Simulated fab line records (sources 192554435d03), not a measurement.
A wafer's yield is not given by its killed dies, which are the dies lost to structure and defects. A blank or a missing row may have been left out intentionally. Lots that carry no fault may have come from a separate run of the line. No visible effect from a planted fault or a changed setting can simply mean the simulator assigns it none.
Check for tools in common -- flow n5 finfet -- 9 lots, 27 wafers sampled

== REASON IT WAS OPENED ==
Of 9 lots, 2 have the reading M4_ILD_THK flagged at N5_BEOL_M4_THK_MEAS_01. Wafers without a fault read 79.0 nm, standard deviation 0.89.
Rule: a lot is flagged when every wafer of it that has a number lies more than 4 standard deviations from that mean, or none has a number. As for the other lots, they are considered sound.

lot,measured,on,"M4_ILD_THK (nm), wafer by wafer",flag
L123,day 7 19:50,film metro-02,78.9 80.0 79.5,
L124,day 8 02:45,film metro-01,79.7 79.7 80.6,
L126,day 9 03:16,film metro-02,79.1 78.9 80.5,
L132,day 10 11:19,film metro-02,56.2 56.4 56.6,FLAGGED
L135,day 10 17:54,film metro-02,56.0 55.7 57.2,FLAGGED
L138,day 11 08:05,film metro-01,77.9 77.4 78.7,
L140,day 12 03:41,film metro-01,78.5 80.2 79.2,
L143,day 12 22:32,film metro-02,78.7 80.4 79.4,
L145,day 13 16:21,film metro-02,80.5 79.6 80.6,
The mean of the flagged lots' numbers is 56.4 nm, -22.6 nm from the usual (-25 standard deviations).

== EACH LOT AND THE TOOL IT RAN ON ==
Before the reading, the record contains 3 process steps out of a 1938-step route. Cell contents, in order: the tool; ch with the chambers the sampled wafers went through; the start.
lot,flag,N5_BEOL_M3_ANNEAL_95,N5_BEOL_M3_CMP_52,N5_BEOL_M4_ILD_DEP_00
L123,,"pvd sputter-03, day 7 16:04","cmp-01 ch 0,1,3, day 7 19:10","pecvd-01 ch 0,1,2, day 7 19:46"
L124,,"pvd sputter-01, day 8 01:26","cmp-01 ch 0,1, day 8 02:04","pecvd-01 ch 0,1, day 8 02:41"
L126,,"pvd sputter-03, day 9 01:57","cmp-03 ch 0,1,2, day 9 02:42","pecvd-01 ch 0,1,2, day 9 03:13"
L132,FLAGGED,"pvd sputter-02, day 10 09:59","cmp-02 ch 0,3, day 10 10:38","pecvd-01 ch 0,1,2, day 10 11:15"
L135,FLAGGED,"pvd sputter-03, day 10 16:35","cmp-02 ch 0,1,2, day 10 17:13","pecvd-01 ch 0,1, day 10 17:50"
L138,,"pvd sputter-03, day 11 06:46","cmp-01 ch 2,3, day 11 07:26","pecvd-04 ch 0,2, day 11 08:01"
L140,,"pvd sputter-03, day 12 02:22","cmp-01 ch 1,2,3, day 12 03:04","pecvd-03 ch 0,1,2, day 12 03:37"
L143,,"pvd sputter-03, day 12 21:01","cmp-02 ch 1,2, day 12 21:52","pecvd-04 ch 0,1,2, day 12 22:29"
L145,,"pvd sputter-01, day 13 14:59","cmp-01 ch 0,1,3, day 13 15:37","pecvd-04 ch 0,1, day 13 16:17"
What the steps here do:
- N5_BEOL_M3_ANNEAL_95: time 240 s.
- N5_BEOL_M3_CMP_52: polishes, stops on SiOC, t overpolish 6.8 s, target thk 40 nm.
- N5_BEOL_M4_ILD_DEP_00: deposits SiOC from DEMS/O2, target thk 79 nm, time 15.3 s.
- N5_BEOL_M4_THK_MEAS_01

== FLAGGED AGAINST TOTAL, ONE TOOL AT A TIME (gauges that did the reading follow at the end) ==
step,tool,lots run,flagged,share of the flagged lots,sound lots run after its first flagged lot
N5_BEOL_M3_ANNEAL_95,pvd sputter-01,2,0,none,-
N5_BEOL_M3_ANNEAL_95,pvd sputter-02,1,1,some,0
N5_BEOL_M3_ANNEAL_95,pvd sputter-03,6,1,some,"3 (L138,L140,L143)"
N5_BEOL_M3_CMP_52,cmp-01,5,0,none,-
N5_BEOL_M3_CMP_52,cmp-02,3,2,all,1 (L143)
N5_BEOL_M3_CMP_52,cmp-03,1,0,none,-
N5_BEOL_M4_ILD_DEP_00,pecvd-01,5,2,all,0
N5_BEOL_M4_ILD_DEP_00,pecvd-03,1,0,none,-
N5_BEOL_M4_ILD_DEP_00,pecvd-04,3,0,none,-
N5_BEOL_M4_THK_MEAS_01,film metro-01,3,0,none,-
N5_BEOL_M4_THK_MEAS_01,film metro-02,6,2,all,"2 (L143,L145)"

== WHAT THE TABLE ALLOWS ==
cmp-02 at N5_BEOL_M3_CMP_52, pecvd-01 at N5_BEOL_M4_ILD_DEP_00 and film metro-02 at N5_BEOL_M4_THK_MEAS_01: these 3 rows of the table ran every flagged lot.
- cmp-02 at N5_BEOL_M3_CMP_52: 2 of its 3 lots flagged. Lots that were sound ran on it after the first flagged one (L143); a persistent fault on the entire tool would not allow that.
- pecvd-01 at N5_BEOL_M4_ILD_DEP_00: 2 of its 5 lots flagged. A fault beginning between L126 (day 9 03:13), its last sound lot, and L132 (day 10 11:15), its first flagged one, fits the data. On the flagged lots its readings are blank where sound lots have values: rf fwd power W.
- film metro-02 at N5_BEOL_M4_THK_MEAS_01: 2 of its 6 lots flagged. Lots that were sound ran on it after the first flagged one (L143, L145); a persistent fault on the entire tool would not allow that.
Left over: one tool, pecvd-01 at N5_BEOL_M4_ILD_DEP_00.

== WHAT HAD BEEN PUT IN BY THE SIMULATOR ==
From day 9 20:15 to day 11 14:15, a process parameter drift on pecvd-01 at N5_BEOL_M4_ILD_DEP_00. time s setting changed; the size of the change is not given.
Struck lots among those shown: L132, L135. The rule above reached the same finding.
